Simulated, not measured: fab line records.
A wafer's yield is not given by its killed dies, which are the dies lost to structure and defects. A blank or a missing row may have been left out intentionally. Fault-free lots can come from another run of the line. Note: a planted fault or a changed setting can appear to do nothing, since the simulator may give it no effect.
A lot that was struck, set against a sound lot -- flow n5-finfet -- 15 steps out of a route of 1938
Sound: wafers L153.2, L153.3, L153.5. Struck: wafer L159.4. (L159.2, L159.5 of the same lot were not struck and are left out.) The cause comes at the end.
Per side, at each step with rows, come the tool, then ch with its chambers, and then its first start. Under that, the readings that differ: sound wafers -- struck wafers -- difference of the means -- sigmas: that difference in standard deviations of wafers without a fault.
alike: words and numbers the same on both sides, and readings whose means are apart by under 2 such deviations; not compared: readings that were withheld, readings missing a value for some wafer, numbers with overlapping values and no deviation given by the record, and bounds like >300 which may hide the same value.
A row with sigmas, a row that says differs or no value, or rows on one side alone: a step with any of these is where the two part. Numbers that don't overlap but have no deviation are shown without sigmas and don't part them. A reading that every wafer of one side lacks parts them only if that side has two wafers or more.

first, 2 steps without rows for these wafers: N5_BEOL_M4_SPUTTER_90 (material Cu, target thk 4.5 nm, time 8.29 s); N5_BEOL_M4_ANNEAL_91 (time 240 s).
N5_BEOL_M4_SPUTTER_92: material Cu, target thk 4.5 nm, time 8.29 s.
  sound on pvd-sputter-02 at day 7 22:53; struck on pvd-sputter-01 at day 9 06:57
  alike: substrate-temp-c, susceptor-temp-C, throttle-valve-pct
N5_BEOL_M4_ANNEAL_93: time 240 s.
  sound on pvd-sputter-02 at day 7 22:58; struck on pvd-sputter-01 at day 9 07:02
  alike: heater-power-w, susceptor-temp-C, susceptor_temp_C_max
N5_BEOL_M4_SPUTTER_94: material Cu, target thk 4.5 nm, time 8.29 s.
  sound on pvd-sputter-02 at day 7 23:07; struck on pvd-sputter-01 at day 9 07:10
reading,sound,struck,difference,sigmas
substrate-temp-c (C),-20.08 -20.12 -20.11,-19.86,+0.24,+2
susceptor-temp-C (C),-20.18 -19.96 -20.07,-19.80,+0.27,+2
  alike: throttle-valve-pct
then, 3 steps without rows for these wafers: N5_BEOL_M4_ANNEAL_95 (time 240 s); N5_BEOL_M4_SPUTTER_96 (material Cu, target thk 4.5 nm, time 8.29 s); N5_BEOL_M4_ECD_50 (material Cu, target thk 300 nm).
N5_BEOL_M4_ANNEAL_51: time 90 s.
  sound on rtp-anneal-01 ch 0, day 7 23:34; struck on rtp-anneal-01 ch 0, day 9 07:38
  alike: wafer_temp_C_max
N5_BEOL_M4_CMP_52: polishes, stops on SiOC, t overpolish 6.8 s, target thk 40 nm.
  sound on cmp-03 ch 0,1,3, day 7 23:54; struck on cmp-04 ch 3, day 9 07:55
reading,sound,struck,difference,sigmas
time-to-endpoint-s (s),63.8 62.5 62.2,69.2,+6.4,+2
  alike: barrier-field-endpoint-s, head-pressure-psi, motor-current-A, overpolish-run-s
N5_BEOL_M4_THK_MEAS_53: measures by xrf.
  sound on film-metro-02 at day 8 00:07; struck on film-metro-01 at day 9 08:11
  alike: M4_THK
then, 1 step without rows for these wafers: N5_BEOL_M4_PRE_CLEAN_60 (time 15 s).
N5_BEOL_M4_CO_CAP_55: material Co, precursor CCTBA/H2, target thk 2 nm, time 102.1 s.
  sound on cvd-co-01 ch 0,1, day 8 00:12; struck on cvd-co-01 ch 1, day 9 08:16
reading,sound,struck,difference,sigmas
run-length-s (s),125.4 125.0 125.0,65.7,-59.4,-99 or more
model.Co_of_BEOL_M4_CO_CAP_55.thk-nm (nm),2.2 2.2 2,1,-1,
  alike: chamber-pressure-Torr, heater-power-w
  not compared: susceptor-temp-C
then, 1 step without rows for these wafers: N5_BEOL_M4_PRE_CLEAN_56 (time 15 s).
N5_BEOL_M4_RC_MEAS_101:
  sound on prober-02 ch 0, day 8 00:35; struck on prober-01 ch 0, day 9 08:39
  alike: DIBL_N, DIBL_P, IOFF_N, IOFF_P, ION_N, ION_P, SS_N, SS_P, VT_N, VT_P

## WHERE THEY PART
Last at N5_BEOL_M4_CO_CAP_55 as far as this record goes, first at N5_BEOL_M4_SPUTTER_94. Later steps at which nothing parts them and some readings are alike: N5_BEOL_M4_RC_MEAS_101.

WHY: what the simulator had put in
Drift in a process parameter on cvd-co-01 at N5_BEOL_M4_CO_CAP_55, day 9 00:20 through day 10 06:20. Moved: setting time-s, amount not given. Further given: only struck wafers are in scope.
